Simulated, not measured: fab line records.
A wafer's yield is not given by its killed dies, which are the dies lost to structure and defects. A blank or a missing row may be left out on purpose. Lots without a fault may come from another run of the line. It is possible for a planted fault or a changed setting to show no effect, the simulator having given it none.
The tool behind it: which one? -- flow nand_harc -- Sampling: 14 lots, 42 wafers, 4 of 1159 route steps

WHAT THE GAUGES READ, wafer by wafer
NHARC_A_BONDPAD_CD_MEAS_13. Usual: cd_nm reads 500 nm (standard deviation 3.1).
lot,measured,on,cd_nm (nm),flag
L237,day 18 03:44,cd_sem-02,492 497 499,
L239,day 18 10:57,cd_sem-01,504 502 499,
L240,day 19 02:53,cd_sem-02,503 506 503,
L241,day 18 04:11,cd_sem-01,498 505 499,
L243,day 20 07:10,cd_sem-02,498 493 496,
L244,day 20 04:49,cd_sem-01,501 496 499,
L246,day 20 14:58,cd_sem-02,501 500 504,
L245,day 20 05:19,cd_sem-01,499 497 501,
L248,day 20 11:24,cd_sem-01,498 498 499,
L249,day 20 14:34,cd_sem-03,501 501 502,
L252,day 22 01:04,cd_sem-03,501 503 497,
L256,day 23 06:17,cd_sem-03,501 496 496,
L257,day 22 15:29,cd_sem-02,495 500 503,
L260,day 23 15:26,cd_sem-02,502 499 498,

NHARC_THIN_TSV_THK_MEAS_02: measures by ir. Usual: thk_nm reads 2959 nm (standard deviation 260).
lot,measured,on,thk_nm (nm),flag
L237,day 18 22:47,film_metro-02,2904 2731 3018,
L239,day 19 02:24,film_metro-01,2509 2894 2818,
L240,day 19 16:57,film_metro-02,2497 2822 2737,
L241,day 18 23:58,film_metro-02,2859 3092 3175,
L243,day 21 02:15,film_metro-01,3082 3184 3212,
L244,day 20 23:50,film_metro-01,2967 3265 2592,
L246,day 21 07:55,film_metro-01,3023 3226 3128,
L245,day 20 22:37,film_metro-02,3729 3306 3235,
L248,day 21 03:29,film_metro-02,2921 3115 2814,
L249,day 21 06:43,film_metro-02,2881 2742 2477,
L252,day 22 15:04,film_metro-01,2936 2750 2882,
L256,day 23 20:04,film_metro-01,2782 2624 2779,
L257,day 23 08:08,film_metro-02,3400 3175 3136,
L260,day 24 05:43,film_metro-02,2825 2607 2778,

NHARC_END_SORT_01. Usual: killed_at_array 27, standard deviation 11; killed_at_other 0.7, standard deviation 1.1; killed_at_periphery 3.6, standard deviation 2.4; killed_dies 32, standard deviation 11; killed_open 3.3, standard deviation 1.8; killed_short 2.1, standard deviation 1.5.
lot,measured,on,killed_at_array,killed_at_other,killed_at_periphery,killed_dies,killed_open,killed_short,flag
L249,day 22 05:56,prober-01,92 98 97,0 0 0,1 3 1,93 101 98,6 4 4,3 0 0,OFF
L252,day 23 07:19,prober-02,80 100 115,2 0 0,5 3 1,87 103 116,2 2 5,0 0 4,OFF

WHICH TOOL RAN EACH LOT (tool, then ch and the chambers of the sampled wafers, then the start)
lot,NHARC_A_ONON_D1_DEP_03
L237,"pecvd_onon-04 ch 0, day 7 08:04"
L239,"pecvd_onon-01 ch 0, day 8 02:23"
L240,"pecvd_onon-01 ch 0, day 8 08:25"
L241,"pecvd_onon-01 ch 0, day 8 12:43"
L243,"pecvd_onon-04 ch 0, day 9 06:53"
L244,"pecvd_onon-04 ch 0, day 9 13:14"
L246,"pecvd_onon-02 ch 0, day 9 13:25"
L245,"pecvd_onon-04 ch 0, day 9 13:41"
L248,"pecvd_onon-01 ch 0, day 10 00:03"
L249,"pecvd_onon-04 ch 0, day 10 16:20"
L252,"pecvd_onon-04 ch 0, day 11 20:14"
L256,"pecvd_onon-02 ch 0, day 12 09:25"
L257,"pecvd_onon-01 ch 0, day 12 09:25"
L260,"pecvd_onon-02 ch 0, day 13 00:22"
- NHARC_A_ONON_D1_DEP_03: target thk 1000 nm.

WHAT THE TOOLS THEMSELVES READ (means of the sampled wafers that have a number; where no wafer has one, the mark that the record gives instead)
NHARC_A_ONON_D1_DEP_03. Usual: n2_flow_sccm 2750 sccm, standard deviation 6.6; n2o_flow_sccm 2002 sccm, standard deviation 5.7; sih4_flow_sccm 210.1 sccm, standard deviation 0.64.
lot,tool,n2_flow_sccm (sccm),n2o_flow_sccm (sccm),sih4_flow_sccm (sccm),flag
L237,pecvd_onon-04,2746,2004,209.7,
L239,pecvd_onon-01,2745,1998,210.3,
L240,pecvd_onon-01,2752,2007,210.7,
L241,pecvd_onon-01,2741,1988,209.4,
L243,pecvd_onon-04,2748,2000,209.0,
L244,pecvd_onon-04,2752,2001,210.3,
L246,pecvd_onon-02,2745,2003,210.0,
L245,pecvd_onon-04,2760,2005,210.2,
L248,pecvd_onon-01,2744,1993,209.6,
L249,pecvd_onon-04,2750,2004,210.2,
L252,pecvd_onon-04,2753,2003,209.9,
L256,pecvd_onon-02,2750,2005,210.7,
L257,pecvd_onon-01,2756,2006,210.9,
L260,pecvd_onon-02,2755,2001,210.0,

THE ANSWER, worked out from the rows above alone
Rule: a lot is off if the mean of its wafers that have a number lies more than 3 standard deviations from the usual mean. Also off: a lot with no number at a reading for which 4 or more lots have one. The other lots that the step has rows for count as sound. After the gauges, taken in route order, come the tools' own readings; for these a lot's mean is taken, as printed above. At the first step where some lot is off, the reading lying furthest off is the one used; lots without a number count as furthest.
Off at NHARC_END_SORT_01 (killed_at_array): L249, L252. Neither off nor sound, because the step has no rows for them: L237, L239, L240, L241, L243, L244, L246, L245, L248, L256, L257, L260.
A tool fits if, at a process step before that reading, it ran every lot that is off, and no sound lot after the first of them. Those tools and the gauges at NHARC_END_SORT_01 are tried in the same way. One fits: pecvd_onon-04 at NHARC_A_ONON_D1_DEP_03. It ran no sound lot before its first lot that is off in this sample, so the start can't be narrowed down.

WHAT HAD BEEN PUT IN BY THE SIMULATOR
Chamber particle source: pecvd_onon-04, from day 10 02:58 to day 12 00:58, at NHARC_A_ONON_D1_DEP_03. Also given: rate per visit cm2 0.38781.
Struck lots among those shown: L249, L252. The same result came from the rule above.
